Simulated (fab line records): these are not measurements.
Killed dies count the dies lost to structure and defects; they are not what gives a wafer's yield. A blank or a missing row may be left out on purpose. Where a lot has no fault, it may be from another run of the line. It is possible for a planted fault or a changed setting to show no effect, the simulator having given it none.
Chamber matching	flow n5-finfet	N5_BEOL_M6_CURE_74 on uv-cure-02: 3 sister chambers
The step cures SiCOH lowk, time 240 s. 6 wafers are shown with their chamber, then 10 later ones without.

WAFERS PAIRED WITH THEIR CHAMBERS
wafer	chamber	wafer_temp_C_max	lamp-power-pct (%)
L074.2	2	387.0	52.31
L074.3	2	386.9	52.36
L081.3	1	386.1	52.27
L081.5	1	386.0	52.31
L093.2	0	387.0	52.35
L093.4	0	386.9	52.30

WAFERS WITHOUT THEIR CHAMBER
wafer	wafer_temp_C_max	lamp-power-pct (%)
L093.6	387.6	52.47
L096.1	386.3	52.29
L096.4	386.6	52.31
L096.6	386.7	52.37
L096.2	386.0	52.31
L096.3	385.9	52.30
L096.5	385.8	52.43
L097.2	387.6	52.32
L097.5	386.9	52.27
L097.6	387.6	52.25

WHICH CHAMBER EACH ONE RAN IN
wafer	from the rows above	in truth
L093.6	can't be placed: 2 or 0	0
L096.1	1	1
L096.4	can't be placed: 0 or 2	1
L096.6	can't be placed: 2 or 0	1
L096.2	1	1
L096.3	1	1
L096.5	1	1
L097.2	can't be placed: 0 or 2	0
L097.5	can't be placed: 0 or 2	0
L097.6	can't be placed: 0 or 2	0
Correct placement for 4 of the 10. Unplaceable from these rows: 6, with the true chamber sitting among the candidates in 4. Wrongly placed: 0.
How it was worked out, from the rows above alone: a wafer's distance from a chamber is the root of the sum, over the readings, of the square of ((its reading less the chamber's mean) divided by the reading's scatter). If the next closest chamber is less than 2 further off than the closest, the wafer can't be placed; otherwise it belongs to the closest. A chamber's mean is the mean of its shown wafers. The scatter: take each reading less its chamber's mean, square it, sum over the shown wafers, divide by the number of wafers less the number of chambers, and take the root.
